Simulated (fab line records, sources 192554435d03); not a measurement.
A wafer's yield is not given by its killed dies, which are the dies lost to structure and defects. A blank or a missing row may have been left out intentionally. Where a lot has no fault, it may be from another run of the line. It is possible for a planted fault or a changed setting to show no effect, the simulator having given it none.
Matching of chambers | flow n5Finfet | 4 sister chambers for N5_BEOL_M5_ETCH_68 on rieDiel-03
The step etches SOC in N2/H2, target depth 80 nm, overetch 16 nm, time 120 s. 8 wafers are shown with their chamber, then 8 later ones without.

== WAFERS WITH THEIR CHAMBER ==
wafer  | chamber | showerheadPlenumPTorr (Torr) | drypumpMotorCurrentA (A)
L083.3 | 2       | 2.62                         | 6.2
L083.6 | 0       | 2.64                         | 5.8
L085.4 | 1       | 2.40                         | 6.8
L085.6 | 0       | 2.64                         | 5.7
L091.3 | 2       | 2.61                         | 6.2
L091.4 | 1       | 2.40                         | 6.9
L091.6 | 3       | 2.46                         | 5.8
L093.1 | 3       | 2.46                         | 5.8

== WAFERS WHOSE CHAMBER IS MISSING ==
wafer  | showerheadPlenumPTorr (Torr) | drypumpMotorCurrentA (A)
L093.4 | 2.61                         | 6.2
L093.6 | 2.63                         | 5.7
L090.2 | 2.61                         | 6.2
L090.3 | 2.63                         | 5.8
L090.5 | 2.46                         | 5.8
L096.2 | 2.46                         | 5.8
L096.3 | 2.63                         | 5.8
L096.5 | 2.63                         | 5.7

== WHICH CHAMBER EACH ONE RAN IN ==
wafer  | from the rows above | in truth
L093.4 | 2                   | 2
L093.6 | 0                   | 0
L090.2 | 2                   | 2
L090.3 | 0                   | 0
L090.5 | 3                   | 3
L096.2 | 3                   | 3
L096.3 | 0                   | 0
L096.5 | 0                   | 0
Placed correctly: 8 of 8. Can't be placed from these rows: 0. 0 placed wrongly.
How it was worked out, from the rows above alone: a wafer's distance from a chamber is the root of the sum, over the readings, of the square of ((its reading less the chamber's mean) divided by the reading's scatter). The wafer belongs to the nearest chamber; if the next one is less than 2 further off, it can't be placed. A chamber's mean is the mean of its shown wafers. The scatter is the square root of a quotient: the sum, over the shown wafers, of each reading's squared deviation from its chamber's mean, divided by wafers minus chambers.
